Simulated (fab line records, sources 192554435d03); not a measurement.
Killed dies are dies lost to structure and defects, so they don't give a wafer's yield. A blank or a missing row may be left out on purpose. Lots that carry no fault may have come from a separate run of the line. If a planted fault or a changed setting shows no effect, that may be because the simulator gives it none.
The tool behind it: which one? | flow n5_finfet | 15 lots, 45 wafers sampled, at 5 steps of a route of 1938

WHAT THE GAUGES READ, wafer by wafer
N5_ZERO_LAYER_CD_MEAS_11: the cd target is 2000 nm. Usual: cd_nm reads 2001.7 nm (standard deviation 2.1).
lot  | measured    | on        | cd_nm (nm)           | flag
L492 | day 1 18:38 | cd_sem-02 | 2003.0 2005.0 2003.0 |
L493 | day 2 00:46 | cd_sem-01 | 1998.6 1999.8 1998.0 |
L494 | day 2 06:39 | cd_sem-01 | 1999.8 2000.5 1999.8 |
L496 | day 2 18:39 | cd_sem-01 | 2003.3 2003.8 2001.9 |
L497 | day 3 00:46 | cd_sem-01 | 2003.8 2003.3 2004.1 |
L499 | day 3 12:40 | cd_sem-02 | 2002.2 2006.0 2004.2 |
L500 | day 3 19:57 | cd_sem-01 | 1999.3 2005.6 2002.9 |
L504 | day 4 18:39 | cd_sem-03 | 2000.4 2002.4 2003.2 |
L505 | day 5 00:41 | cd_sem-02 | 2000.6 1999.2 1999.4 |
L506 | day 5 06:40 | cd_sem-03 | 2000.9 2000.5 2002.3 |
L509 | day 6 00:46 | cd_sem-01 | 2000.5 2003.7 2000.4 |
L510 | day 6 06:46 | cd_sem-02 | 1998.4 2001.4 1999.5 |
L511 | day 6 12:46 | cd_sem-02 | 2004.4 2002.6 2000.7 |
L512 | day 6 18:38 | cd_sem-03 | 1998.4 2003.2 2004.2 |
L513 | day 7 00:47 | cd_sem-01 | 2000.8 2003.3 2005.1 |

N5_WELL_APT_CD_MEAS_25: the cd target is 200 nm. Usual: cd_nm reads 199.4 nm (standard deviation 1.9).
lot  | measured    | on        | cd_nm (nm)        | flag
L492 | day 1 20:48 | cd_sem-01 | 201.3 198.7 198.2 |
L493 | day 2 03:01 | cd_sem-01 | 196.5 199.7 196.6 |
L494 | day 2 08:52 | cd_sem-02 | 198.1 198.8 198.2 |
L496 | day 2 21:00 | cd_sem-01 | 195.1 200.4 196.9 |
L497 | day 3 03:02 | cd_sem-01 | 199.0 195.7 199.4 |
L499 | day 3 14:56 | cd_sem-03 | 201.5 201.9 199.6 |
L500 | day 3 22:07 | cd_sem-03 | 198.7 198.0 196.5 |
L504 | day 4 23:07 | cd_sem-03 | - - -             | OFF
L505 | day 5 02:59 | cd_sem-01 | - - -             | OFF
L506 | day 5 09:01 | cd_sem-03 | - - -             | OFF
L509 | day 6 03:11 | cd_sem-02 | 196.3 200.6 202.3 |
L510 | day 6 08:56 | cd_sem-02 | 197.5 197.0 198.0 |
L511 | day 6 14:58 | cd_sem-03 | 200.7 204.1 200.8 |
L512 | day 6 20:50 | cd_sem-02 | 200.4 201.0 202.6 |
L513 | day 7 03:37 | cd_sem-03 | 201.5 196.3 199.8 |

N5_PMOS_HMC_CHANNEL_EPI_INSPECT_11: inspects for defects (macro). Usual: raw_defect_count reads 2.0 (standard deviation 1.6).
lot  | measured    | on                | raw_defect_count | flag
L492 | day 1 23:18 | defect_inspect-01 | 2 5 4            |
L493 | day 2 05:25 | defect_inspect-02 | 0 1 2            |
L494 | day 2 11:26 | defect_inspect-01 | 0 4 3            |
L496 | day 2 23:13 | defect_inspect-02 | 1 0 3            |
L497 | day 3 05:10 | defect_inspect-01 | 4 3 1            |
L499 | day 3 17:10 | defect_inspect-01 | 0 3 0            |
L500 | day 4 00:42 | defect_inspect-01 | 1 0 0            |
L509 | day 6 06:29 | defect_inspect-01 | 4 2 3            |
L510 | day 6 11:10 | defect_inspect-01 | 0 5 3            |
L511 | day 6 17:28 | defect_inspect-02 | 1 1 0            |
L512 | day 6 23:02 | defect_inspect-02 | 3 3 5            |
L513 | day 7 06:22 | defect_inspect-02 | 3 0 1            |

WHAT TOOL EACH LOT RAN ON (gives the tool, then ch and the chambers of the sampled wafers, and finally the start)
lot  | N5_ZERO_LAYER_ETCH_18           | N5_WELL_APT_DEVELOP_24
L492 | rie_si-06 ch 0,1,2, day 1 18:47 | litho_track-01 ch 0, day 1 20:41
L493 | rie_si-03 ch 0,3, day 2 01:07   | litho_track-03 ch 0, day 2 02:55
L494 | rie_si-03 ch 0,1, day 2 06:50   | litho_track-03 ch 0, day 2 08:44
L496 | rie_si-06 ch 1,3, day 2 18:47   | litho_track-03 ch 0, day 2 20:53
L497 | rie_si-02 ch 1,2,3, day 3 00:55 | litho_track-04 ch 0, day 3 02:55
L499 | rie_si-03 ch 0,1,3, day 3 12:49 | litho_track-03 ch 0, day 3 14:49
L500 | rie_si-06 ch 0,1,3, day 3 20:05 | litho_track-01 ch 0, day 3 22:00
L504 | rie_si-03 ch 0,1,2, day 4 18:48 | litho_track-04, day 4 23:00
L505 | rie_si-03 ch 0,1,2, day 5 00:50 | litho_track-01, day 5 02:52
L506 | rie_si-06 ch 0,1,2, day 5 06:49 | litho_track-04, day 5 08:55
L509 | rie_si-02 ch 1,2,3, day 6 00:55 | litho_track-01 ch 0, day 6 03:05
L510 | rie_si-02 ch 0,1,2, day 6 06:55 | litho_track-04 ch 0, day 6 08:49
L511 | rie_si-03 ch 0,1,3, day 6 12:55 | litho_track-04 ch 0, day 6 14:50
L512 | rie_si-02 ch 0,1,3, day 6 18:49 | litho_track-04 ch 0, day 6 20:43
L513 | rie_si-02 ch 0,1,2, day 7 01:20 | litho_track-01 ch 0, day 7 03:30
- N5_ZERO_LAYER_ETCH_18: etches Si in HBr/Cl2, target depth 120 nm, time 40 s.
- N5_WELL_APT_DEVELOP_24: develop time 45 s.

AS READ BY THE TOOLS THEMSELVES (means over the sampled wafers that have a number; for cases with no such wafer, the mark the record gives instead)
N5_ZERO_LAYER_ETCH_18. Usual: chamber_pressure_mTorr 10.001 mTorr, standard deviation 0.0093; drypump_motor_current_A 5.8 A, standard deviation 0.32; oes_product_au 1.003 a.u., standard deviation 0.014; throttle_valve_pct 36.23 %, standard deviation 0.3.
lot  | tool      | chamber_pressure_mTorr (mTorr) | drypump_motor_current_A (A) | oes_product_au (a.u.) | throttle_valve_pct (%) | flag
L492 | rie_si-06 | 9.999                          | 5.9                         | 1.005                 | 36.07                  |
L493 | rie_si-03 | 10.007                         | 5.6                         | 1.014                 | 36.39                  |
L494 | rie_si-03 | 10.000                         | 5.7                         | 1.002                 | 36.14                  |
L496 | rie_si-06 | 9.996                          | 6.0                         | 1.005                 | 35.96                  |
L497 | rie_si-02 | 10.003                         | 5.8                         | 1.001                 | 36.13                  |
L499 | rie_si-03 | 10.000                         | 5.6                         | 1.008                 | 36.27                  |
L500 | rie_si-06 | 10.005                         | 6.0                         | 1.008                 | 35.98                  |
L504 | rie_si-03 | 10.002                         | 5.7                         | 0.997                 | 36.28                  |
L505 | rie_si-03 | 9.999                          | 5.7                         | 0.997                 | 36.27                  |
L506 | rie_si-06 | 9.996                          | 5.9                         | 1.009                 | 36.08                  |
L509 | rie_si-02 | 10.001                         | 5.8                         | 0.999                 | 36.12                  |
L510 | rie_si-02 | 9.992                          | 5.9                         | 1.003                 | 36.29                  |
L511 | rie_si-03 | 9.991                          | 5.6                         | 1.000                 | 36.26                  |
L512 | rie_si-02 | 9.998                          | 6.2                         | 0.987                 | 36.20                  |
L513 | rie_si-02 | 10.006                         | 5.9                         | 1.002                 | 36.30                  |

N5_WELL_APT_DEVELOP_24. Usual: chill_plate_temp_C reads 22.99 C (standard deviation 0.12).
lot  | tool           | chill_plate_temp_C (C) | flag
L492 | litho_track-01 | 22.94                  |
L493 | litho_track-03 | 22.92                  |
L494 | litho_track-03 | 22.98                  |
L496 | litho_track-03 | 22.94                  |
L497 | litho_track-04 | 23.15                  |
L499 | litho_track-03 | 23.02                  |
L500 | litho_track-01 | 23.17                  |
L504 | litho_track-04 | -                      | OFF
L505 | litho_track-01 | -                      | OFF
L506 | litho_track-04 | -                      | OFF
L509 | litho_track-01 | 22.93                  |
L510 | litho_track-04 | 22.90                  |
L511 | litho_track-04 | 22.94                  |
L512 | litho_track-04 | 23.01                  |
L513 | litho_track-01 | 23.03                  |

THE ANSWER, worked out from the rows above alone
Rule: take the mean of a lot's wafers that have a number; if it is more than 3 standard deviations from the usual mean, the lot is off. A lot without any number at a reading at which 4 lots or more have one is off too. Any other lot the step has rows for is counted as sound. Order of review: gauges by route order, followed by the tools' own readings, for which a lot's mean as printed above is used. The first step at which some lot is off is used, and at that step the reading that is off furthest; a lot without a number counts as furthest.
Off at N5_WELL_APT_CD_MEAS_25 (cd_nm): L504, L505, L506. Without a number there: L504, L505, L506.
A tool fits if, at a process step before that reading, it ran every lot that is off, and no sound lot after the first of them. The gauges at N5_WELL_APT_CD_MEAS_25 aren't tried: what is off there is off at N5_WELL_APT_DEVELOP_24 too, on other tools, and a gauge's error can't cause that. No candidate that was tried fits.

WHAT THE SIMULATOR HAD INSERTED
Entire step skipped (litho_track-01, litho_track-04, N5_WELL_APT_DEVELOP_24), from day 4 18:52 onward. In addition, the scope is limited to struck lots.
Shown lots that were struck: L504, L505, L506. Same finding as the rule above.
